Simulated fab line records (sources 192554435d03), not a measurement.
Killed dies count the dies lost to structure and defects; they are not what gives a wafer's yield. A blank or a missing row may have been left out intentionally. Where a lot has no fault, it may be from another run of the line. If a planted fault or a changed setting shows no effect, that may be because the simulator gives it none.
Which tool did it? :: flow n5Finfet :: 33 wafers from 11 lots sampled at 3 of the route's 1938 steps

== WHAT THE GAUGES SHOWED, per wafer ==
N5_BEOL_M5_CD_MEAS_11: the cd target is 27.74 nm.
lot: L827
measured: day 10 11:29
on: cdSem-02
cdNm (nm): 27.8 27.9 27.9

lot: L826
measured: day 11 04:53
on: cdSem-01
cdNm (nm): 28.2 28.3 28.0

lot: L829
measured: day 11 07:49
on: cdSem-02
cdNm (nm): 28.4 28.3 28.0

lot: L830
measured: day 11 10:35
on: cdSem-03
cdNm (nm): 28.2 28.1 28.4

lot: L832
measured: day 12 08:34
on: cdSem-01
cdNm (nm): 28.5 28.1 28.4

lot: L834
measured: day 12 17:07
on: cdSem-02
cdNm (nm): 28.3 27.8 28.0

lot: L835
measured: day 12 16:56
on: cdSem-02
cdNm (nm): 28.0 28.0 28.1

lot: L838
measured: day 13 03:10
on: cdSem-02
cdNm (nm): 28.4 28.7 28.6

lot: L841
measured: day 14 03:55
on: cdSem-01
cdNm (nm): 28.3 28.7 28.2

lot: L844
measured: day 15 02:37
on: cdSem-02
cdNm (nm): 28.2 28.1 28.2

lot: L848
measured: day 15 16:11
on: cdSem-03
cdNm (nm): 28.0 27.6 27.4

== WHICH TOOL RAN EACH LOT (tool, then ch and the chambers of the sampled wafers, then the start) ==
lot: L827
N5_BEOL_M4_ANNEAL_87: pvdSputter-03, day 10 05:50
N5_BEOL_M5_COAT_60: lithoTrack-03 ch 0, day 10 11:14

lot: L826
N5_BEOL_M4_ANNEAL_87: pvdSputter-01, day 11 00:07
N5_BEOL_M5_COAT_60: lithoTrack-05 ch 0, day 11 04:30

lot: L829
N5_BEOL_M4_ANNEAL_87: pvdSputter-03, day 11 01:57
N5_BEOL_M5_COAT_60: lithoTrack-01 ch 0, day 11 07:34

lot: L830
N5_BEOL_M4_ANNEAL_87: pvdSputter-01, day 11 05:57
N5_BEOL_M5_COAT_60: lithoTrack-01 ch 0, day 11 10:12

lot: L832
N5_BEOL_M4_ANNEAL_87: pvdSputter-02, day 12 03:25
N5_BEOL_M5_COAT_60: lithoTrack-05 ch 0, day 12 08:18

lot: L834
N5_BEOL_M4_ANNEAL_87: pvdSputter-03, day 12 10:28
N5_BEOL_M5_COAT_60: lithoTrack-05 ch 0, day 12 16:40

lot: L835
N5_BEOL_M4_ANNEAL_87: pvdSputter-02, day 12 10:37
N5_BEOL_M5_COAT_60: lithoTrack-05 ch 0, day 12 16:34

lot: L838
N5_BEOL_M4_ANNEAL_87: pvdSputter-01, day 12 20:49
N5_BEOL_M5_COAT_60: lithoTrack-05 ch 0, day 13 02:47

lot: L841
N5_BEOL_M4_ANNEAL_87: pvdSputter-03, day 13 23:10
N5_BEOL_M5_COAT_60: lithoTrack-03 ch 0, day 14 03:31

lot: L844
N5_BEOL_M4_ANNEAL_87: pvdSputter-03, day 14 21:19
N5_BEOL_M5_COAT_60: lithoTrack-01 ch 0, day 15 02:22

lot: L848
N5_BEOL_M4_ANNEAL_87: pvdSputter-01, day 15 11:14
N5_BEOL_M5_COAT_60: lithoTrack-03 ch 0, day 15 15:56
- N5_BEOL_M4_ANNEAL_87: time 240 s.
- N5_BEOL_M5_COAT_60: time 60 s, resist thk 12 nm.

== AS READ BY THE TOOLS THEMSELVES (means over the sampled wafers that have a number; for cases with no such wafer, the mark the record gives instead) ==
N5_BEOL_M4_ANNEAL_87.
lot: L827
tool: pvdSputter-03
heaterPowerW (W): 667

lot: L826
tool: pvdSputter-01
heaterPowerW (W): 836

lot: L829
tool: pvdSputter-03
heaterPowerW (W): 674

lot: L830
tool: pvdSputter-01
heaterPowerW (W): 831

lot: L832
tool: pvdSputter-02
heaterPowerW (W): 738

lot: L834
tool: pvdSputter-03
heaterPowerW (W): 728

lot: L835
tool: pvdSputter-02
heaterPowerW (W): 736

lot: L838
tool: pvdSputter-01
heaterPowerW (W): 817

lot: L841
tool: pvdSputter-03
heaterPowerW (W): 683

lot: L844
tool: pvdSputter-03
heaterPowerW (W): 733

lot: L848
tool: pvdSputter-01
heaterPowerW (W): 827

N5_BEOL_M5_COAT_60.
lot: L827
tool: lithoTrack-03
dispensePressureKPa (kPa): 47.3
exhaustPa (Pa): 44.0
heaterPowerTotalW (W): 427.3
runLengthS (s): 65.65

lot: L826
tool: lithoTrack-05
dispensePressureKPa (kPa): 44.4
exhaustPa (Pa): 43.7
heaterPowerTotalW (W): 427.7
runLengthS (s): 65.81

lot: L829
tool: lithoTrack-01
dispensePressureKPa (kPa): 48.5
exhaustPa (Pa): 44.7
heaterPowerTotalW (W): 428.1
runLengthS (s): 66.04

lot: L830
tool: lithoTrack-01
dispensePressureKPa (kPa): 48.5
exhaustPa (Pa): 45.7
heaterPowerTotalW (W): 428.6
runLengthS (s): 66.16

lot: L832
tool: lithoTrack-05
dispensePressureKPa (kPa): 44.3
exhaustPa (Pa): 44.9
heaterPowerTotalW (W): 427.2
runLengthS (s): 65.86

lot: L834
tool: lithoTrack-05
dispensePressureKPa (kPa): 44.3
exhaustPa (Pa): 45.7
heaterPowerTotalW (W): 440.4
runLengthS (s): 62.85

lot: L835
tool: lithoTrack-05
dispensePressureKPa (kPa): 44.4
exhaustPa (Pa): 45.6
heaterPowerTotalW (W): 441.1
runLengthS (s): 62.93

lot: L838
tool: lithoTrack-05
dispensePressureKPa (kPa): 44.3
exhaustPa (Pa): 46.4
heaterPowerTotalW (W): 442.7
runLengthS (s): 62.93

lot: L841
tool: lithoTrack-03
dispensePressureKPa (kPa): 47.2
exhaustPa (Pa): 44.9
heaterPowerTotalW (W): 425.2
runLengthS (s): 65.73

lot: L844
tool: lithoTrack-01
dispensePressureKPa (kPa): 48.5
exhaustPa (Pa): 44.5
heaterPowerTotalW (W): 429.6
runLengthS (s): 66.06

lot: L848
tool: lithoTrack-03
dispensePressureKPa (kPa): 47.2
exhaustPa (Pa): 46.0
heaterPowerTotalW (W): 426.6
runLengthS (s): 65.70

== THE ANSWER, worked out from the rows above alone ==
Rule: the lots themselves supply what counts as usual. Put in order of their means at a reading, lots are off if they are a third of the lots or fewer, leave a main group of 4 or more, and stand apart from it by a gap of 3 or more times the standard deviation of the main group's means; of several such gaps the widest counts. If all means in a main group match to the digits the tables above print for the reading, that group is not used. Also off: a lot with no number at a reading for which 4 or more lots have one. Any other lot the step has rows for is counted as sound. The gauges are gone through in route order, then the tools' own readings, and for those a lot's mean is taken as printed above. At the first step where some lot is off, the reading lying furthest off is the one used; lots without a number count as furthest.
Off: L834, L835, L838 (N5_BEOL_M5_COAT_60, runLengthS). The main group has a mean of 65.88 s with a standard deviation of 0.18.
If a tool, at that step or one of the process steps before it, ran each lot that is off and ran no sound lot following the first of them, it fits. One candidate fits, namely lithoTrack-05 at N5_BEOL_M5_COAT_60. Its last sound lot is L832 (day 12 08:18), its first lot that is off L835 (day 12 16:34): a fault that began between those two fits.
The tool's own readings at N5_BEOL_M5_COAT_60 bear it out: on the lots that are off they differ by more than 5 times the standard deviation of the sound lots' means. heaterPowerTotalW reads 441.4 W there against 427.5 W on the sound lots; runLengthS reads 62.90 s there against 65.88 s on the sound lots.

== WHAT THE SIMULATOR HAD PUT IN ==
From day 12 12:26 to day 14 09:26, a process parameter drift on lithoTrack-05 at N5_BEOL_M5_COAT_60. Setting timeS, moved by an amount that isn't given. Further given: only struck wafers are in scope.
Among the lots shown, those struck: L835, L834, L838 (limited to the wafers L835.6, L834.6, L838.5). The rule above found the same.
